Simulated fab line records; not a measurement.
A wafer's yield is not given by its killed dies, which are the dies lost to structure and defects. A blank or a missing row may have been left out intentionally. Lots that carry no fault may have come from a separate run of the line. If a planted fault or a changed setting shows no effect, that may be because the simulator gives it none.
fab line records    flow nand-harc
record: lots: 11  wafers: 33  last-day: 33
route steps=1302 shown P_GATE@150
lots with no fault: from the same line, run without faults
start-h: the number of hours between the record's first day and the start of the first shown wafer of the lot    wait-h: hours since the lot's step before    " identical to the entry in the row above    L1.1+2: several wafers, shown together as one row    - no value, or no start given    * or withheld: withheld    < > ~ a bound
route shown NAME@n: NAME is a module with steps in the file, n the number in the route of the first one    usual: mean and standard deviation over wafers with no fault    same: alike in all rows    chamber/n: place in a boat    sites: each site's reading    _std_site: how widely they spread, as a standard deviation    _edge_site: outer sites' mean less inner sites'    radius-mm: for every site, how far away it sits from the centre of the wafer    mask NAME#n: copy n    behind: the last tool/chamber to shape the wafer    hold: cause of the lot's hold/its duration in hours/its outcome    device: transistor that didn't switch, given as n, p or np    end of line: at the end of the route, the tests of the same wafers    where a step has no rows: the recipe by itself    killed: dies that structure and defects cost at the first sort, which is not the same as the wafer's yield    map: shows each die of a wafer: x if killed, . if not, _ if none is there
set.NAME: the setting the step ran with; set.NAME@STEP: the setting that earlier step ran with    model.NAME: the simulator's own value behind a step, which no gauge read
a sample of lots followed through the steps of the route, with each step as a table and each wafer as a row
services: a tool's chamber out of use, with start hour (start-h, from the record's first day; less than 0 if before it), hours out, and reason
== steps ==
step: NHARC_P_GATE_STRIP_108
recipe: o2-flow-sccm: 500  ar-flow-sccm: 0  bias-w: 0  chemistry: O2
usual: drypump-motor-current-A: 5.6/0.58  oes-product-au: 0.997/0.0083  rf-vpp-V: 58.0/0.92  showerhead-plenum-p-Torr: 3.60/0.14  throttle-valve-pct: 17.037/0.0081
lot.wafer  tool         chamber  start-h  wait-h  drypump-motor-current-A  oes-product-au  rf-hours-counter-h  rf-vpp-V  showerhead-plenum-p-Torr  throttle-valve-pct
L281.4     rie-diel-06  3        108.86   -       5.9                      1.012           9                   57.5      3.42                      17.045
L281.1     "            1        "        "       6.3                      1.004           9                   58.5      3.64                      17.034
L281.5     "            2        "        "       6.1                      1.008           -                   56.7      3.34                      17.035
L282.3     rie-diel-03  2        122.85   -       4.8                      0.983           0                   58.6      3.73                      17.043
L282.1     "            1        "        "       6.3                      0.982           0                   58.1      3.53                      17.031
L282.5     "            3        "        "       4.8                      1.002           -                   59.0      3.72                      17.042
L285.3     rie-diel-06  0        150.06   -       5.3                      0.993           0                   56.8      3.47                      17.044
L285.1     "            2        "        "       6.1                      1.002           0                   57.9      3.34                      17.044
L285.5     "            1        "        "       6.2                      0.997           -                   57.9      3.63                      17.019
L286.4     rie-diel-03  1        150.81   -       6.3                      0.985           1                   59.7      3.53                      17.057
L286.3     "            3        "        "       4.8                      1.000           2                   57.2      3.72                      17.023
L286.5     "            1        "        "       6.3                      0.987           -                   57.1      3.53                      17.037
L289.3     rie-diel-10  1        184.79   -       5.9                      1.004           4                   55.9      3.37                      17.045
L289.2     "            2        "        "       5.8                      1.005           3                   58.2      3.60                      17.046
L289.5     "            2        "        "       5.8                      1.021           -                   58.2      3.60                      17.040
L291.2     rie-diel-03  0        211.79   -       5.0                      0.988           6                   57.3      3.76                      17.039
L291.3     "            2        "        "       4.9                      0.981           6                   58.8      3.72                      17.023
L291.5     "            0        "        "       5.0                      0.995           -                   58.1      3.76                      17.045
L292.2     rie-diel-10  0        221.08   -       6.4                      1.004           6                   56.9      3.67                      17.049
L292.1     "            3        "        "       5.5                      0.997           5                   57.9      3.73                      17.029
L292.6     "            0        "        "       6.4                      0.986           -                   59.0      3.67                      17.031
L294.1     rie-diel-03  2        249.30   -       4.8                      0.994           8                   59.1      3.72                      17.042
L294.3     "            3        "        "       4.8                      0.995           9                   59.9      3.71                      17.028
L294.2     "            0        "        "       5.0                      0.991           8                   59.1      3.76                      17.050
L300.2     rie-diel-10  2        301.94   -       5.8                      0.997           3                   58.7      3.60                      17.028
L300.4     "            3        "        "       5.5                      0.978           3                   58.7      3.73                      17.032
L300.6     "            0        "        "       6.4                      1.002           -                   57.9      3.66                      17.043
L302.4     rie-diel-03  2        313.60   -       4.8                      0.998           2                   58.4      3.72                      17.043
L302.1     "            3        "        "       4.8                      1.005           2                   58.9      3.71                      17.029
L302.5     "            1        "        "       6.3                      0.999           -                   58.3      3.52                      17.029
L303.2     rie-diel-10  2        325.38   -       5.7                      0.991           4                   57.2      3.60                      17.041
L303.1     "            3        "        "       5.5                      0.997           4                   58.7      3.73                      17.033
L303.3     "            1        "        "       5.9                      1.008           4                   58.0      3.37                      17.029
step: NHARC_P_GATE_STRIP_75
recipe: power-w: 1500  temp-c: 250  chemistry: O2
usual: drypump-motor-current-A: 5.38/0.098  heater-power-w: 351/20
lot.wafer  tool             chamber  start-h  wait-h  drypump-motor-current-A  heater-power-w  rf-hours-counter-h
L281.1     plasma-asher-01  0        120.84   0.3     5.35                     354             26
L281.4     "                0        "        "       5.35                     348             -
L281.5     "                1        "        "       5.21                     340             -
L282.1     plasma-asher-02  0        134.87   0.2     5.38                     368             8
L282.3     "                1        "        "       5.50                     343             -
L282.5     "                0        "        "       5.37                     369             -
L285.1     plasma-asher-01  1        162.07   0.3     5.23                     328             35
L285.3     "                1        "        "       5.22                     331             -
L285.5     "                1        "        "       5.23                     336             -
L286.4     plasma-asher-02  0        162.75   0.2     5.42                     371             -
L286.3     "                1        "        "       5.49                     353             -
L286.5     "                0        "        "       5.41                     375             -
L289.2     plasma-asher-02  0        196.78   0.2     5.43                     378             24
L289.3     "                1        "        "       5.49                     356             -
L289.5     "                0        "        "       5.42                     374             -
L291.2     plasma-asher-02  1        223.67   0.2     5.45                     362             28
L291.3     "                1        "        "       5.48                     353             -
L291.5     "                1        "        "       5.47                     352             -
L292.1     plasma-asher-02  1        232.89   0.3     5.48                     357             30
L292.2     "                0        "        "       5.33                     374             30
L292.6     "                1        "        "       5.53                     359             -
L294.1     plasma-asher-01  0        261.88   0.2     5.35                     362             15
L294.2     "                1        "        "       5.23                     312             15
L294.3     "                0        "        "       5.32                     353             -
L300.2     plasma-asher-01  0        313.84   0.3     5.34                     352             27
L300.4     "                1        "        "       5.20                     319             -
L300.6     "                1        "        "       5.22                     319             -
L302.1     plasma-asher-01  0        325.38   0.2     5.34                     365             30
L302.4     "                0        "        "       5.34                     352             -
L302.5     "                1        "        "       5.19                     314             -
L303.2     plasma-asher-02  1        337.33   0.3     5.48                     342             18
L303.1     "                0        "        "       5.41                     363             18
L303.3     "                1        "        "       5.51                     351             -
step: NHARC_P_GATE_PEB_57
recipe: peb-temp-c: 118  peb-time-s: 85
usual: heater-power-total-W: 163.97/0.26  plate-temp-C: 117.98/0.15
lot.wafer  tool            chamber  start-h  wait-h  heater-power-total-W  plate-temp-C
L281.1     litho-track-07  0        121.70   0.1     163.76                117.68
L281.4     "               0        "        "       164.01                117.75
L281.5     "               0        "        "       164.35                117.89
L282.1     litho-track-02  0        135.71   0.1     164.08                118.15
L282.3     "               0        "        "       164.23                118.13
L282.5     "               0        "        "       164.41                118.30
L285.1     litho-track-05  0        162.90   0.1     163.65                117.85
L285.3     "               0        "        "       164.28                118.06
L285.5     "               0        "        "       164.20                117.95
L286.3     litho-track-02  0        163.57   0.0     163.97                117.84
L286.4     "               0        "        "       164.01                117.81
L286.5     "               0        "        "       163.63                117.86
L289.2     litho-track-07  0        197.60   0.1     163.69                118.04
L289.3     "               0        "        "       163.97                117.87
L289.5     "               0        "        "       163.61                117.92
L291.2     litho-track-02  0        224.38   0.1     156.56                113.84
L291.3     "               0        "        "       156.74                113.92
L291.5     "               0        "        "       156.55                113.58
L292.1     litho-track-05  0        233.73   0.1     163.64                118.00
L292.2     "               0        "        "       164.18                118.00
L292.6     "               0        "        "       163.69                117.93
L294.1     litho-track-02  0        262.58   0.1     156.80                113.73
L294.2     "               0        "        "       156.60                113.63
L294.3     "               0        "        "       156.83                113.80
L300.2     litho-track-07  0        314.55   0.1     164.28                118.07
L300.4     "               0        "        "       163.99                117.92
L300.6     "               0        "        "       163.96                117.96
L302.1     litho-track-02  0        326.20   0.1     163.96                118.10
L302.4     "               0        "        "       163.71                117.95
L302.5     "               0        "        "       164.22                117.94
L303.1     litho-track-02  0        338.04   0.1     163.58                117.83
L303.2     "               0        "        "       164.42                118.02
L303.3     "               0        "        "       164.09                118.00
step: NHARC_P_GATE_CD_MEAS_59
recipe: target-cd-nm: 720  landing-energy-ev: 500
usual: cd-nm: 719.7/2.1
lot.wafer  tool       chamber  start-h  wait-h  cd-nm
L281.1     cd-sem-01  0        121.79   -       723.1
L281.4     "          0        "        "       722.1
L281.5     "          0        "        "       721.3
L282.1     cd-sem-01  0        135.80   -       719.7
L282.3     "          0        "        "       719.9
L282.5     "          0        "        "       720.4
L285.1     cd-sem-01  0        162.99   -       714.4
L285.3     "          0        "        "       714.9
L285.5     "          0        "        "       716.2
L286.3     cd-sem-03  0        163.67   -       719.4
L286.4     "          0        "        "       721.0
L286.5     "          0        "        "       719.1
L289.2     cd-sem-01  0        197.69   -       720.4
L289.3     "          0        "        "       720.1
L289.5     "          0        "        "       721.9
L291.2     cd-sem-03  0        224.48   -       711.3
L291.3     "          0        "        "       711.6
L291.5     "          0        "        "       712.8
L292.1     cd-sem-01  0        233.82   -       718.8
L292.2     "          0        "        "       717.9
L292.6     "          0        "        "       718.6
L294.1     cd-sem-02  0        262.67   -       711.7
L294.2     "          0        "        "       711.6
L294.3     "          0        "        "       712.3
L300.2     cd-sem-02  0        314.65   -       721.6
L300.4     "          0        "        "       723.2
L300.6     "          0        "        "       724.5
L302.1     cd-sem-02  0        326.29   -       722.1
L302.4     "          0        "        "       720.8
L302.5     "          0        "        "       719.8
L303.1     cd-sem-02  0        338.13   -       720.4
L303.2     "          0        "        "       720.7
L303.3     "          0        "        "       720.7
step: NHARC_P_GATE_DESCUM_93
recipe: time-s: 3  o2-flow-sccm: 200  ar-flow-sccm: 0  bias-power-w: 0  chemistry: O2
usual: drypump-motor-current-A: 5.7/0.54  oes-product-au: 0.997/0.0087  rf-vpp-V: 57.9/0.82  showerhead-plenum-p-Torr: 1.94/0.083  throttle-valve-pct: 11.312/0.0085
same: bias-power-w: 0
lot.wafer  tool         chamber  start-h  wait-h  drypump-motor-current-A  oes-product-au  rf-hours-counter-h  rf-vpp-V  showerhead-plenum-p-Torr  throttle-valve-pct
L281.4     rie-diel-10  3        123.67   -       5.5                      0.996           1.1                 59.2      2.03                      11.306
L281.1     "            2        "        "       5.7                      1.006           1.1                 58.2      1.96                      11.314
L281.5     "            3        "        "       5.5                      0.992           -                   58.0      2.03                      11.305
L282.1     rie-diel-10  2        137.67   -       5.8                      1.006           1.4                 58.6      1.96                      11.323
L282.3     "            0        "        "       6.4                      1.001           1.9                 58.5      1.99                      11.310
L282.5     "            3        "        "       5.5                      1.001           -                   58.1      2.03                      11.308
L285.1     rie-diel-03  3        164.88   -       4.8                      1.016           3.7                 58.3      2.02                      11.299
L285.3     "            1        "        "       6.3                      0.989           3.6                 58.5      1.91                      11.302
L285.5     "            2        "        "       4.8                      1.001           -                   58.5      2.03                      11.307
L286.3     rie-diel-06  1        165.53   -       6.3                      0.984           1.8                 58.5      1.98                      11.319
L286.4     "            2        "        "       6.1                      1.012           2.2                 58.7      1.81                      11.320
L286.5     "            2        "        "       6.1                      1.007           -                   58.1      1.81                      11.299
L289.2     rie-diel-06  0        199.56   -       5.3                      0.994           2.8                 57.5      1.88                      11.314
L289.3     "            1        "        "       6.2                      1.004           2.7                 58.7      1.97                      11.305
L289.5     "            1        "        "       6.2                      0.983           -                   57.6      1.97                      11.309
L291.2     rie-diel-10  1        226.21   -       5.8                      1.005           5.8                 56.4      1.82                      11.313
L291.3     "            2        "        "       5.7                      1.022           4.0                 57.9      1.96                      11.312
L291.5     "            2        "        "       5.7                      1.012           -                   57.0      1.96                      11.307
L292.1     rie-diel-06  1        235.69   -       6.2                      0.993           5.8                 57.8      1.97                      11.318
L292.2     "            2        "        "       6.1                      1.012           6.2                 57.1      1.80                      11.306
L292.6     "            2        "        "       6.1                      1.019           -                   59.1      1.80                      11.319
L294.1     rie-diel-03  3        264.59   -       4.8                      0.990           9.4                 57.3      2.02                      11.313
L294.2     "            0        "        "       5.0                      0.990           8.9                 59.9      2.05                      11.299
L294.3     "            2        "        "       4.8                      0.980           9.2                 59.1      2.03                      11.312
L300.2     rie-diel-06  0        316.53   -       5.3                      0.997           0                   57.6      1.88                      11.301
L300.6     "            2        "        "       6.1                      0.991           -                   57.6      1.80                      11.307
L300.4     "            1        "        "       6.3                      1.002           -                   58.5      1.97                      11.298
L302.4     rie-diel-03  3        328.09   -       4.8                      0.996           3.2                 58.5      2.02                      11.311
L302.1     "            0        "        "       5.0                      0.989           2.9                 58.2      2.05                      11.316
L302.5     "            3        "        "       4.8                      1.000           -                   59.0      2.02                      11.311
L303.1     rie-diel-06  0        339.87   -       5.3                      0.995           1.8                 56.6      1.88                      11.312
L303.3     "            2        "        "       6.1                      0.983           2.2                 57.9      1.80                      11.308
L303.2     "            3        "        "       5.9                      0.989           1.6                 57.3      1.85                      11.300
== services ==
tool             chamber  start-h  hours  kind
rie-diel-03      -        104.30   9.0    pm
rie-diel-03      0        104.30   9.0    vent-cycle
rie-diel-03      1        104.30   9.0    vent-cycle
rie-diel-03      2        104.30   9.0    vent-cycle
rie-diel-03      3        104.30   9.0    vent-cycle
litho-track-05   -        124.00   7.0    pm
rie-diel-06      -        130.30   9.0    pm
rie-diel-06      3        150.47   8.0    repair
plasma-asher-02  -        152.78   0.7    repair
rie-diel-03      0        155.35   6.5    repair
plasma-asher-01  -        165.00   9.0    pm
rie-diel-10      3        165.15   3.4    repair
rie-diel-10      2        168.18   3.9    repair
rie-diel-03      3        200.64   1.8    repair
litho-track-02   -        227.00   7.0    pm
rie-diel-06      2        239.09   4.6    repair
rie-diel-10      -        242.59   9.0    pm
plasma-asher-02  -        249.61   9.0    pm
litho-track-07   -        251.00   7.0    pm
rie-diel-06      0        261.23   5.7    repair
rie-diel-03      -        281.30   9.0    pm
litho-track-05   -        299.00   7.0    pm
rie-diel-06      3        305.65   15.0   repair
rie-diel-06      -        307.30   9.0    pm
== key ==
first-sign: step: NHARC_P_GATE_PEB_57  reading: heater-power-total-W  direction: down  sigmas: 28  usual: *  struck: *
effect: step: NHARC_P_GATE_PEB_57  reading: plate-temp-C  direction: down  sigmas: 28  usual: *  struck: *
effect: step: NHARC_P_GATE_CD_MEAS_59  reading: cd-nm  direction: down  sigmas: 3.7  usual: 719.7  struck: 711.9
met-at NHARC_P_GATE_PEB_57
struck-lots L291,L294
tester-left-out L291,L294
not-acting-at NHARC_P_GATE_STRIP_108,NHARC_P_GATE_STRIP_75,NHARC_P_GATE_DESCUM_93
onset-between 163.57 224.38
fault: kind: process-parameter-drift  tool: litho-track-02  chamber: -  onset-h: 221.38  steps: NHARC_P_GATE_PEB_57  channel: peb-temp-c  offset: *  shape: step  end-h: 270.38  acts-in: *  stated: *
tester-left-out: of these lots the tester's yield and bins aren't shown, on N5 and GAA mostly nor the transistor test; their killed dies are dies lost to structure and defects alone, not to doping, threshold or leakage, so they don't give the yield
